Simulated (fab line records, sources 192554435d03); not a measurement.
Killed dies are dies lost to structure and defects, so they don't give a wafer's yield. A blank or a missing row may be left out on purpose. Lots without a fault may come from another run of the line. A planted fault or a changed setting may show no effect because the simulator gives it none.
A struck lot beside a sound one | flow n5_finfet | 37 steps out of a route of 1938
Sound: wafers L419.2, L419.3, L419.4. Struck: wafers L416.1, L416.3, L416.4. The cause comes at the end.
At each step with rows: each side's tool, then ch and its chambers, then its first start. Under that, the readings that differ: sound wafers | struck wafers | difference of the means | sigmas: that difference in standard deviations of wafers without a fault.
alike: readings whose means differ by less than 2 such deviations, and words and numbers that are the same on both sides. not compared: withheld readings, readings that some wafer has no value for, bounds like >300 that may hide the same value, and numbers for which the record gives no deviation and whose values overlap.
The two part at a step that has a row with sigmas, a row that says differs or no value, or rows on one side only. Numbers that don't overlap but have no deviation are shown without sigmas and don't part them. A reading that every wafer of one side lacks parts them only if that side has two wafers or more.

first, 2 steps without rows for these wafers: N5_BEOL_M5_ETCH_75 (etches underlayer in N2/H2, target depth 6.5 nm, time 5.2 s); N5_BEOL_M5_ETCH_67 (etches SiARC in CF4, target depth 15.6 nm, time 26 s).
N5_BEOL_M5_ETCH_68: etches SOC in N2/H2, target depth 80 nm, overetch 16 nm, time 120 s.
  sound on rie_diel-01 ch 0,1,3, day 13 04:03; struck on rie_diel-03 ch 0,1,3, day 11 23:13
  alike: drypump_motor_current_A, oes_product_au, rf_fwd_power_W, rf_vpp_V, showerhead_plenum_p_Torr, throttle_valve_pct
  not compared: rf_hours_counter_h
then, 2 steps without rows for these wafers: N5_BEOL_M5_STRIP_69 (strips in N2/H2); N5_BEOL_M5_STRIP_76 (strips in N2/H2).
N5_BEOL_M5_VIA_ETCH_34: etches SiCOH lowk in C4F6/O2, target depth 88.3 nm, time 39.2 s.
  sound on rie_diel-01 ch 0,1,3, day 13 04:09; struck on rie_diel-03 ch 0,1,3, day 11 23:19
  alike: drypump_motor_current_A, oes_product_au, rf_fwd_power_W, rf_vpp_V, showerhead_plenum_p_Torr, throttle_valve_pct
  not compared: rf_hours_counter_h
then, 3 steps without rows for these wafers: N5_BEOL_M5_STRIP_85 (strips in C4F6/O2); N5_BEOL_M5_STRIP_36 (strips in N2/H2); N5_BEOL_M5_TRENCH_ETCH_37 (etches SiCOH lowk in C4F6/O2, target depth 71.652 nm, time 24.7 s).
N5_BEOL_M5_ETCH_41: etches SiCN in CH3F/O2, target depth 31.5 nm, time 56.7 s.
  sound on rie_diel-01 ch 0,1,3; struck on rie_diel-03 ch 0,1,3
  alike: CH3F_flow_sccm, drypump_motor_current_A, oes_product_au, rf_fwd_power_W, rf_vpp_V, showerhead_plenum_p_Torr, throttle_valve_pct
  not compared: rf_hours_counter_h
then, 1 step without rows for these wafers: N5_BEOL_M5_STRIP_91 (strips in N2/H2, time 10 s).
N5_BEOL_M5_OCD_MEAS_38:
  sound on ocd-02, day 13 04:23; struck on ocd-01, day 11 23:33
  alike: trench_depth_nm
N5_BEOL_M5_HM_STRIP_39: strips TiN in peroxide tin strip, target depth 25 nm, time 158 s.
  sound on wet_bench-01 ch 0,3,4, day 13 04:25; struck on wet_bench-03 ch 0,1,5, day 11 23:35
  no value came back on the struck wafers for bath_guard_temp_C (C), bath_heat_duty_pct (%); on the sound wafers bath_guard_temp_C (C) reads 51.4 51.0 48.7
  reading                                    | sound | struck     | difference | sigmas
  model.TiN_of_BEOL_M5_HM_DEP_02.thk_nm (nm) | 0 0 0 | 17.8 18 18 | +17.9      |
then, 1 step without rows for these wafers: N5_BEOL_M5_SRD_40 (time 30 s).
N5_BEOL_M5_PRECLEAN_42: cleans in residue remover, time 60 s.
  sound on wet_bench-01 ch 0,3,4, day 13 04:29; struck on wet_bench-03 ch 0,1,5, day 11 23:39
  reading                                    | sound | struck  | difference | sigmas
  model.TiN_of_BEOL_M5_HM_DEP_02.thk_nm (nm) | 0 0 0 | 6.8 7 7 | +6.9       |
  alike: bath_heat_duty_pct
then, 1 step without rows for these wafers: N5_BEOL_M5_SRD_43 (time 30 s).
N5_BEOL_M5_CD_MEAS_35: target cd 28 nm, target cd y 24 nm.
  sound on cd_sem-01, day 13 04:32; struck on cd_sem-03, day 11 23:42
  alike: cd_nm
then, 9 steps without rows for these wafers: N5_BEOL_M5_CURE_80 (cures SiCOH lowk, time 120 s); N5_BEOL_M5_DEGAS_44 (time 60 s); N5_BEOL_M5_PRE_CLEAN_45 (time 30 s); N5_BEOL_M5_ALD_86 (deposits TaN, pulse time 2 s, purge time 3 s, co reactant purge time 2 s); N5_BEOL_M5_SURFACE_TREAT_87; N5_BEOL_M5_CVD_47 (deposits Co from CCTBA/H2, target thk 3 nm, time 216 s); N5_BEOL_M5_SPUTTER_48 (material Cu, target thk 15 nm, time 27.62 s); N5_BEOL_M5_ANNEAL_49 (time 1800 s); N5_BEOL_M5_SPUTTER_81 (material Cu, target thk 15 nm, time 27.62 s).
N5_BEOL_M5_ANNEAL_82: time 1800 s.
  sound on pvd_sputter-02, day 13 08:17; struck on pvd_sputter-01, day 12 02:35
  alike: heater_power_w, susceptor_temp_C
then, 2 steps without rows for these wafers: N5_BEOL_M5_SPUTTER_83 (material Cu, target thk 15 nm, time 27.62 s); N5_BEOL_M5_ANNEAL_84 (time 1800 s).
N5_BEOL_M5_SPUTTER_88: material Cu, target thk 15 nm, time 27.62 s.
  sound on pvd_sputter-02, day 13 10:23; struck on pvd_sputter-01, day 12 04:40
  alike: susceptor_temp_C, throttle_valve_pct
then, 4 steps without rows for these wafers: N5_BEOL_M5_ANNEAL_89 (time 1800 s); N5_BEOL_M5_SPUTTER_90 (material Cu, target thk 4.5 nm, time 8.29 s); N5_BEOL_M5_ECD_50 (material Cu, target thk 300 nm); N5_BEOL_M5_ANNEAL_51 (time 90 s).
N5_BEOL_M5_CMP_52: polishes, stops on SiCOH lowk, t overpolish 6.9 s, target thk 62 nm.
  sound on cmp-01 ch 0,1,2, day 13 14:43; struck on cmp-02 ch 0,2,3, day 12 06:16
  reading                      | sound          | struck         | difference | sigmas
  barrier_field_endpoint_s (s) | 25.6 24.9 25.5 | 32.3 33.1 33.8 | +7.7       | +13
  alike: clearing_platen_down_force_psi, motor_current_A
N5_BEOL_M5_THK_MEAS_53: measures by xrf.
  sound on film_metro-01, day 13 15:01; struck on film_metro-01, day 12 06:33
  alike: M5_THK
-- the record jumps here: 4 days lie between the struck wafers' starts before and after (it left off in module BEOL_M5 and takes up again in module PASSIVATION, whose first step shown is number 1936 of the route) --
N5_PASSIVATION_PROBE_49:
  the record has rows for the struck wafers here (prober-02, day 16 17:03) and none for the sound ones

WHERE THEY PART
First at N5_BEOL_M5_HM_STRIP_39; last, within this record, at N5_PASSIVATION_PROBE_49.

WHY: what the simulator had put in
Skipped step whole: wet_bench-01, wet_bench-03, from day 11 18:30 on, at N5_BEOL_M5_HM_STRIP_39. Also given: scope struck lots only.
